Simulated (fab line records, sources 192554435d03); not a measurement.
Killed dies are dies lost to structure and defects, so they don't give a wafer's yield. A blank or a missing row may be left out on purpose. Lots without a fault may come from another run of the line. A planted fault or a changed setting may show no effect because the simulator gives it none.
Problem report in the 8D (eight disciplines) form, filled by code | flow n5_finfet | the parts of the form that need people (team, actions taken, sign-off) are left out

1. THE PROBLEM
rf_fwd_power_W at N5_DUMMY_GATE_ETCH_37 reads a mean of 629 W on 6 wafers of 2 lots; wafers without a fault read 831 W with a standard deviation of 4.2. That is -48 standard deviations from the usual mean.
The step: etches SOC in N2/H2, target depth 60 nm, overetch 30 nm.
First seen on wafer L376.2, day 7 10:19, on rie_diel-01. The record holds 12 wafers of 4 lots with a number at this step. Rule for "out", or "out of limits": more than 4 standard deviations from the usual mean. The other wafers with a number count as sound.

2. WHAT IT IS AND WHAT IT IS NOT
question                    | is                       | is not
which readings at this step | rf_fwd_power_W, rf_vpp_V | drypump_motor_current_A, oes_product_au, showerhead_plenum_p_Torr, throttle_valve_pct
which lots                  | L376, L378               | L366, L380
which wafers of those lots  | all that have a number   | -
read on which tools         | rie_diel-01              | rie_diel-03
when                        | from day 7 10:19         | up to then (3 sound wafers); but 3 sound wafers of L380 came after

3. SUSPECTS, AND WHAT RULES EACH OUT
Counting: a tool at a process step up to the reading stays a suspect if it ran every lot that is out and no sound lot after the first of them.
- rie_diel-01 at N5_DUMMY_GATE_ETCH_37 (etches SOC in N2/H2, target depth 60 nm, overetch 30 nm): kept. It ran every lot that is out, first L376 (day 7 10:19), and no sound lot after that; its last sound lot up to then is L366 (day 4 23:44). Its own readings are out on those wafers: rf_fwd_power_W, rf_vpp_V.
Left after counting: rie_diel-01 at N5_DUMMY_GATE_ETCH_37.

4. THE CAUSE (what the simulator had put in)
Process parameter drift: rie_diel-01, from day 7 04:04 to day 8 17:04, at N5_DUMMY_GATE_ETCH_37. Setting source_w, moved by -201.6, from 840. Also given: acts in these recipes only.
Counting left only this tool.

5. THE CHAIN OF EFFECTS, in route order
Each row: a reading whose mean over the struck wafers that have a number lies more than 3 standard deviations from the usual. Only readings for which the record gives a usual standard deviation are gone through. hours: the time from each lot's start at the first step in this table that gives one to its start at this step, as a median over the lots. sigmas: the change in usual standard deviations.
hours | step                  | reading        | usual   | on struck wafers | change | sigmas
0     | N5_DUMMY_GATE_ETCH_37 | rf_fwd_power_W | 831 W   | 629              | -202   | -48
0     | N5_DUMMY_GATE_ETCH_37 | rf_vpp_V       | 524.0 V | 573.4            | +49.4  | +21
The process steps in it:
- N5_DUMMY_GATE_ETCH_37: etches SOC in N2/H2, target depth 60 nm, overetch 30 nm.
Later measuring or inspecting steps at which every struck wafer that the step has a row for has a number for every such reading, and none has moved that far: N5_BEOL_M4_RC_MEAS_101.

6. WHAT WOULD HAVE CAUGHT IT SOONER
In this record the first reading out of limits was taken at day 7 10:19, 6 hours after the fault began at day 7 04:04.
